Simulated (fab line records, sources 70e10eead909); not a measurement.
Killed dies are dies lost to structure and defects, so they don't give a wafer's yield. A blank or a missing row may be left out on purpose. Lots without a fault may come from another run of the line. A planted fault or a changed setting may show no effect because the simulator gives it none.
Which tool did it? | flow nand_harc | 12 lots, 36 wafers sampled, at 6 steps of a route of 1302

WHAT THE GAUGES READ, wafer by wafer
NHARC_P_CONTACT_INSPECT_27.
lot  | measured     | on                | raw_defect_count
L695 | day 6 02:34  | defect_inspect-02 | 265 270 221
L697 | day 6 16:28  | defect_inspect-02 | 220 292 305
L696 | day 6 17:11  | defect_inspect-02 | 399 390 313
L698 | day 7 04:26  | defect_inspect-02 | 245 158 192
L699 | day 7 17:19  | defect_inspect-01 | 263 601 269
L702 | day 9 03:02  | defect_inspect-01 | 315 339 423
L704 | day 9 17:24  | defect_inspect-01 | 199 496 322
L706 | day 10 15:56 | defect_inspect-01 | 220 121 147
L707 | day 10 19:41 | defect_inspect-01 | 393 430 390
L708 | day 11 08:25 | defect_inspect-01 | 230 177 247
L709 | day 12 08:14 | defect_inspect-02 | 200 191 108
L713 | day 13 16:59 | defect_inspect-01 | 274 474 267

NHARC_P_M0_CD_MEAS_09: target cd 90 nm.
lot  | measured     | on        | cd_nm (nm)
L695 | day 6 03:28  | cd_sem-01 | 89.9 90.5 89.8
L697 | day 6 17:22  | cd_sem-03 | 90.6 89.5 90.4
L696 | day 6 18:05  | cd_sem-01 | 90.6 91.0 90.8
L698 | day 7 05:13  | cd_sem-03 | 89.7 89.8 89.8
L699 | day 7 18:13  | cd_sem-01 | 89.3 89.3 89.0
L702 | day 9 03:56  | cd_sem-02 | 89.6 89.5 89.3
L704 | day 9 18:11  | cd_sem-02 | 89.8 89.2 90.6
L706 | day 10 16:50 | cd_sem-02 | 89.9 90.0 89.7
L707 | day 10 20:36 | cd_sem-02 | 89.0 89.7 89.8
L708 | day 11 09:19 | cd_sem-03 | 90.2 90.4 90.1
L709 | day 12 09:08 | cd_sem-02 | 89.9 89.9 89.9
L713 | day 13 17:45 | cd_sem-02 | 87.3 87.3 87.5

NHARC_P_M0_INSPECT_11.
lot  | measured     | on                | raw_defect_count
L695 | day 6 03:35  | defect_inspect-02 | 1 4 0
L697 | day 6 17:29  | defect_inspect-01 | 3 3 0
L696 | day 6 18:12  | defect_inspect-02 | 6 4 3
L698 | day 7 05:20  | defect_inspect-01 | 6 2 1
L699 | day 7 18:20  | defect_inspect-02 | 5 5 4
L702 | day 9 04:03  | defect_inspect-01 | 5 9 3
L704 | day 9 18:19  | defect_inspect-01 | 8 3 7
L706 | day 10 16:58 | defect_inspect-02 | 1 6 2
L707 | day 10 20:43 | defect_inspect-01 | 3 5 2
L708 | day 11 09:26 | defect_inspect-01 | 4 3 9
L709 | day 12 09:15 | defect_inspect-01 | 4 5 3
L713 | day 13 17:53 | defect_inspect-01 | 10 5 5

NHARC_P_M0_CD_MEAS_16.
lot  | measured     | on        | cd_nm (nm)
L695 | day 6 03:56  | cd_sem-01 | 89.2 89.8 89.2
L697 | day 6 17:51  | cd_sem-01 | 90.5 89.3 91.0
L696 | day 6 18:37  | cd_sem-03 | 90.8 90.7 90.9
L698 | day 7 05:42  | cd_sem-02 | 90.8 89.7 90.8
L699 | day 7 18:42  | cd_sem-02 | 88.6 90.0 89.8
L702 | day 9 04:25  | cd_sem-01 | 89.3 90.3 88.9
L704 | day 9 18:47  | cd_sem-01 | 89.7 89.4 90.5
L706 | day 10 17:19 | cd_sem-01 | 89.3 89.8 89.6
L707 | day 10 21:05 | cd_sem-03 | 88.7 89.5 90.2
L708 | day 11 09:48 | cd_sem-02 | 90.0 89.9 90.1
L709 | day 12 10:05 | cd_sem-03 | 89.5 89.2 89.5
L713 | day 13 18:15 | cd_sem-02 | 87.3 88.2 87.8

WHICH TOOL RAN EACH LOT (tool, then ch and the chambers of the sampled wafers, then the start)
lot  | NHARC_P_CONTACT_PVD_32                  | NHARC_P_M0_EXPOSE_06
L695 | pvd_sputter-02, day 6 02:34 or earlier  | arfi_scanner-02 ch 0, day 6 03:19
L697 | pvd_sputter-01, day 6 16:28 or earlier  | arfi_scanner-03 ch 0, day 6 17:13
L696 | pvd_sputter-02, day 6 17:11 or earlier  | arfi_scanner-02 ch 0, day 6 17:56
L698 | pvd_sputter-02, day 7 04:26 or earlier  | arfi_scanner-02 ch 0, day 7 05:05
L699 | pvd_sputter-02, day 7 17:19 or earlier  | arfi_scanner-03 ch 0, day 7 18:05
L702 | pvd_sputter-02, day 9 03:02 or earlier  | arfi_scanner-03 ch 0, day 9 03:47
L704 | pvd_sputter-03, day 9 17:24 or earlier  | arfi_scanner-01 ch 0, day 9 18:03
L706 | pvd_sputter-02, day 10 15:56 or earlier | arfi_scanner-01 ch 0, day 10 16:42
L707 | pvd_sputter-03, day 10 19:41 or earlier | arfi_scanner-03 ch 0, day 10 20:28
L708 | pvd_sputter-03, day 11 08:25 or earlier | arfi_scanner-01 ch 0, day 11 09:11
L709 | pvd_sputter-02, day 12 08:14 or earlier | arfi_scanner-01 ch 0, day 12 08:59
L713 | pvd_sputter-02, day 13 16:59 or earlier | arfi_scanner-01 ch 0, day 13 17:37
- NHARC_P_CONTACT_PVD_32: deposits Ti, target thk 5 nm, time 17.7 s.
- NHARC_P_M0_EXPOSE_06: exposes mask P M0, target cd 90 nm.

WHAT THE TOOLS THEMSELVES READ (means of the sampled wafers that have a number; where no wafer has one, the mark that the record gives instead)
NHARC_P_CONTACT_PVD_32.
lot  | tool           | throttle_valve_pct (%)
L695 | pvd_sputter-02 | 30.2
L697 | pvd_sputter-01 | 28.0
L696 | pvd_sputter-02 | 30.1
L698 | pvd_sputter-02 | 30.5
L699 | pvd_sputter-02 | 30.4
L702 | pvd_sputter-02 | 30.4
L704 | pvd_sputter-03 | 32.0
L706 | pvd_sputter-02 | 30.5
L707 | pvd_sputter-03 | 31.9
L708 | pvd_sputter-03 | 31.6
L709 | pvd_sputter-02 | 30.2
L713 | pvd_sputter-02 | 30.6

NHARC_P_M0_EXPOSE_06.
lot  | tool            | exposure_dose_mJ_cm2 | reticle_temp_C (C)
L695 | arfi_scanner-02 | 81.25                | 22.98
L697 | arfi_scanner-03 | 81.03                | 22.98
L696 | arfi_scanner-02 | 81.29                | 23.05
L698 | arfi_scanner-02 | 81.25                | 23.15
L699 | arfi_scanner-03 | 81.08                | 23.10
L702 | arfi_scanner-03 | 81.14                | 22.93
L704 | arfi_scanner-01 | 81.16                | 23.07
L706 | arfi_scanner-01 | 81.25                | 23.02
L707 | arfi_scanner-03 | 81.10                | 22.88
L708 | arfi_scanner-01 | 81.10                | 22.90
L709 | arfi_scanner-01 | 81.09                | 23.07
L713 | arfi_scanner-01 | 81.69                | 22.91

THE ANSWER, worked out from the rows above alone
Rule: what is usual is taken from the lots themselves. Put in order of their means at a reading, lots are off if they are a third of the lots or fewer, leave a main group of 4 or more, and stand apart from it by a gap of 3 or more times the standard deviation of the main group's means; of several such gaps the widest counts. A main group whose means are all the same, to the digits that the tables above print for the reading, isn't used. A lot without any number at a reading at which 4 lots or more have one is off too. The other lots that the step has rows for count as sound. The gauges are gone through in route order, then the tools' own readings, and for those a lot's mean is taken as printed above. The first step at which some lot is off is used, and at that step the reading that is off furthest; a lot without a number counts as furthest.
Off: L713, at NHARC_P_M0_CD_MEAS_09 (cd_nm). The main group: mean 89.9 nm, standard deviation 0.41.
A tool fits if, at a process step before that reading, it ran every lot that is off, and no sound lot after the first of them. The gauges at NHARC_P_M0_CD_MEAS_09 aren't tried: what is off there is off at NHARC_P_M0_EXPOSE_06 too, on other tools, and a gauge's error can't cause that. NHARC_P_CONTACT_PVD_32 gives no start for some lots, so the hours and the order of its lots are those of NHARC_P_CONTACT_INSPECT_27. Can't be told from this: 2 tools fit, pvd_sputter-02 at NHARC_P_CONTACT_PVD_32, arfi_scanner-01 at NHARC_P_M0_EXPOSE_06.

WHAT THE SIMULATOR HAD PUT IN
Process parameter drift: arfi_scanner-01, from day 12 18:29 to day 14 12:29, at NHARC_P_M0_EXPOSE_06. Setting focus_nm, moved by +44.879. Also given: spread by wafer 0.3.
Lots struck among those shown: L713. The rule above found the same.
